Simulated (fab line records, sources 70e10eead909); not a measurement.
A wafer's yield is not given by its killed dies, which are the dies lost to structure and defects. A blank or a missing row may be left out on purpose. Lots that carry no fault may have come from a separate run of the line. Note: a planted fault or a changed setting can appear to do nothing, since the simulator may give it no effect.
Chamber matching ; flow nand-harc ; 4 sister chambers for NHARC_P_GATE_DESCUM_93 on rie-diel-02
The step chemistry O2, time 3 s. 8 wafers are shown with their chamber, then 7 later ones without.

== WAFERS WITH THEIR CHAMBER ==
wafer;chamber;showerhead-plenum-p-Torr (Torr);drypump-motor-current-A (A)
L278.2;0;1.85;5.1
L278.4;2;2.03;6.3
L280.6;2;2.03;6.3
L292.1;3;1.81;5.3
L292.4;1;2.06;5.1
L292.5;3;1.81;5.3
L296.1;0;1.85;5.1
L296.4;1;2.05;5.0

== WAFERS WITHOUT THEIR CHAMBER ==
wafer;showerhead-plenum-p-Torr (Torr);drypump-motor-current-A (A)
L296.6;1.81;5.3
L297.1;1.81;5.4
L297.5;2.03;6.3
L297.6;2.05;5.0
L298.2;2.05;5.0
L298.4;2.03;6.3
L298.6;1.85;5.1

== EACH ONE'S CHAMBER ==
wafer;from the rows above;in truth
L296.6;3;3
L297.1;3;3
L297.5;2;2
L297.6;1;1
L298.2;1;1
L298.4;2;2
L298.6;0;0
Correctly placed: 7 of 7. Can't be placed from these rows: 0. 0 placed wrongly.
How it was worked out, from the rows above alone: a wafer's distance from a chamber is the root of the sum, over the readings, of the square of ((its reading less the chamber's mean) divided by the reading's scatter). If the next closest chamber is less than 2 further off than the closest, the wafer can't be placed; otherwise it belongs to the closest. Each chamber's mean is taken over the wafers shown for it. The scatter: take each reading less its chamber's mean, square it, sum over the shown wafers, divide by the number of wafers less the number of chambers, and take the root.
